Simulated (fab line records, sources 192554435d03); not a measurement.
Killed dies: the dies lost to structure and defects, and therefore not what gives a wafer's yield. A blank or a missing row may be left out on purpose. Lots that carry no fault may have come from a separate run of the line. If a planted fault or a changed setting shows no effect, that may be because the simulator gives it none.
Which tool did it?    flow n5Finfet    Sampling: 23 lots, 69 wafers, 2 of 1938 route steps

WHAT THE GAUGES READ, wafer by wafer
N5_FIN_CUT_CD_MEAS_08: the cd target is 29.1 nm.
lot   measured     on        cdNm (nm)
L074  day 2 04:22  cdSem-02  29.18 29.48 29.37
L075  day 2 09:25  cdSem-01  29.26 29.15 29.39
L076  day 2 18:52  cdSem-01  29.06 28.80 28.56
L077  day 2 20:02  cdSem-01  29.31 29.13 28.89
L078  day 3 02:29  cdSem-02  29.53 28.93 28.98
L079  day 3 10:00  cdSem-01  29.30 28.94 29.37
L080  day 3 15:46  cdSem-01  29.33 28.89 28.90
L081  day 3 21:53  cdSem-01  29.27 29.08 29.19
L082  day 4 04:24  cdSem-03  29.30 29.04 29.65
L084  day 4 15:47  cdSem-03  28.94 29.13 29.00
L085  day 4 21:51  cdSem-02  29.33 29.36 29.37
L086  day 5 03:05  cdSem-02  29.47 29.19 28.83
L087  day 5 09:50  cdSem-03  29.05 29.20 28.90
L088  day 5 19:13  cdSem-01  29.38 29.52 29.03
L089  day 5 20:58  cdSem-01  29.23 28.97 29.55
L090  day 6 04:47  cdSem-01  28.94 29.04 28.88
L091  day 6 09:26  cdSem-01  29.07 29.20 29.18
L092  day 6 17:57  cdSem-01  29.19 29.26 29.10
L093  day 7 00:25  cdSem-02  28.78 29.21 29.05
L094  day 7 03:31  cdSem-01  29.16 28.86 29.29
L095  day 7 09:35  cdSem-03  29.31 29.11 29.14
L096  day 7 15:14  cdSem-01  29.61 29.18 29.34
L097  day 7 20:29  cdSem-03  29.33 28.83 28.65

N5_DUMMY_GATE_THK_MEAS_05.
lot   measured     on            thkNm (nm)
L074  day 2 18:22  filmMetro-01  71.6 72.5 71.1
L075  day 2 23:56  filmMetro-02  69.3 70.5 72.8
L076  day 3 09:08  filmMetro-02  70.2 71.4 71.4
L077  day 3 11:13  filmMetro-02  71.9 70.8 70.4
L078  day 3 17:02  filmMetro-02  71.8 72.8 71.3
L079  day 4 00:55  filmMetro-01  71.9 71.4 73.3
L080  day 4 08:05  filmMetro-02  73.4 72.3 72.5
L081  day 4 12:35  filmMetro-01  72.1 71.3 71.1
L082  day 4 19:21  filmMetro-02  73.1 73.3 73.9
L084  day 5 08:40  filmMetro-01  73.4 72.7 71.7
L085  day 5 12:19  filmMetro-01  70.7 72.9 70.7
L086  day 5 19:37  filmMetro-02  74.5 71.7 73.5
L087  day 6 00:13  filmMetro-01  72.7 73.1 71.4
L088  day 6 09:23  filmMetro-02  71.5 71.4 72.2
L089  day 6 11:15  filmMetro-02  70.7 70.0 71.5
L090  day 6 21:38  filmMetro-01  71.9 70.6 70.7
L091  day 7 01:04  filmMetro-02  72.7 72.5 73.9
L092  day 7 10:20  filmMetro-01  71.4 70.0 70.8
L093  day 7 14:41  filmMetro-01  73.6 71.1 72.5
L094  day 7 19:25  filmMetro-02  71.1 72.6 72.7
L095  day 8 01:46  filmMetro-01  72.8 70.0 71.6
L096  day 8 06:07  filmMetro-01  71.1 71.9 72.3
L097  day 8 12:00  filmMetro-02  70.7 72.6 72.6

TOOL THAT RAN EACH LOT (tool first, then ch and the chambers of the sampled wafers, then the start)
The record holds no process step before these readings.

AS READ BY THE TOOLS THEMSELVES (means over the sampled wafers that have a number; for cases with no such wafer, the mark the record gives instead)
The record holds no such reading with a usual standard deviation.

THE ANSWER, worked out from the rows above alone
Rule: the usual values come from the lots themselves. Put in order of their means at a reading, lots are off if they are a third of the lots or fewer, leave a main group of 4 or more, and stand apart from it by a gap of 3 or more times the standard deviation of the main group's means; of several such gaps the widest counts. Not used: any main group whose means are identical at the precision the tables above print for the reading. Also off: a lot with no number at a reading for which 4 or more lots have one. Any other lot the step has rows for is counted as sound. First the gauges in route order, then the tools' own readings, where a lot's mean is used as printed above. The first step at which some lot is off is used, and at that step the reading that is off furthest; a lot without a number counts as furthest.
Across all readings shown, no lot is off: no conclusion can be drawn from this.

WHAT THE SIMULATOR HAD PUT IN
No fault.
